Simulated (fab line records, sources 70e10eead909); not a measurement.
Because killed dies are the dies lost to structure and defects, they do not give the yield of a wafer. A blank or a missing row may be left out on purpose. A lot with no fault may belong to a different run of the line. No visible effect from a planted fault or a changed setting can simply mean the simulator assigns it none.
Chamber matching ; flow nand_harc ; NHARC_A_M1_STRIP_18 on rie_diel-10 has 4 sister chambers
The step strips in N2/H2. 20 wafers are shown with their chamber, then 10 later ones without.

== EACH WAFER AND ITS CHAMBER ==
wafer;chamber;showerhead_plenum_p_Torr (Torr);oes_product_au (a.u.);rf_vpp_V (V)
L076.2;1;2.17;1.009;91.4
L076.3;0;2.09;1.005;90.3
L076.6;1;2.17;1.016;91.3
L074.2;2;1.96;0.999;90.2
L074.4;0;2.09;1.010;91.1
L074.6;1;2.16;1.007;92.2
L081.2;2;1.96;0.996;90.7
L081.4;0;2.09;1.015;90.0
L081.6;0;2.09;1.011;90.9
L082.2;0;2.08;1.002;90.7
L082.3;3;2.07;1.001;89.5
L082.6;0;2.09;1.008;92.3
L084.3;0;2.08;1.010;90.7
L084.4;2;1.96;1.015;90.3
L084.5;2;1.96;1.011;90.8
L088.2;1;2.16;1.017;89.6
L088.5;3;2.07;1.005;91.7
L088.6;0;2.08;1.011;90.8
L089.1;0;2.08;1.005;90.9
L089.2;3;2.07;1.002;90.7

SIGNATURES, as means of the wafers listed above
reading;chamber 0;chamber 1;chamber 2;chamber 3;scatter within a chamber
showerhead_plenum_p_Torr;2.0856;2.1650;1.9600;2.0700;0.00449
oes_product_au;1.00856;1.01225;1.00525;1.00267;0.00538
rf_vpp_V;90.856;91.125;90.500;90.633;0.771
Rule: for a wafer and a chamber, the distance is found by dividing, reading by reading, the gap between the wafer's reading and the chamber's mean by the reading's scatter, squaring, summing and taking the root. The wafer belongs to the nearest chamber; if the next one is less than 2 further off, it can't be placed. The scatter: the root of (the sum of the squares of (reading less its chamber's mean) over the shown wafers, divided by (wafers less chambers)).

== WAFERS MISSING THEIR CHAMBER ==
wafer;showerhead_plenum_p_Torr (Torr);oes_product_au (a.u.);rf_vpp_V (V)
L089.6;1.96;0.993;87.9
L093.2;1.96;0.992;89.6
L093.3;2.08;1.014;90.0
L093.5;2.08;1.004;91.4
L095.1;1.96;1.009;90.9
L095.2;2.16;1.027;91.8
L095.4;1.96;1.008;89.1
L096.3;1.96;1.004;89.4
L096.5;2.08;1.013;90.8
L096.6;1.96;1.001;90.6

== WHICH CHAMBER EACH WENT THROUGH ==
wafer;from the rows above;in truth
L089.6;2;2
L093.2;2;2
L093.3;can't be placed: 0 or 3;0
L093.5;can't be placed: 0 or 3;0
L095.1;2;2
L095.2;1;1
L095.4;2;2
L096.3;2;2
L096.5;can't be placed: 0 or 3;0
L096.6;2;2
Correctly placed: 7 of 10. From these rows, 3 cannot be placed; in 3 the true chamber is one of the candidates. Placed wrongly: 0.
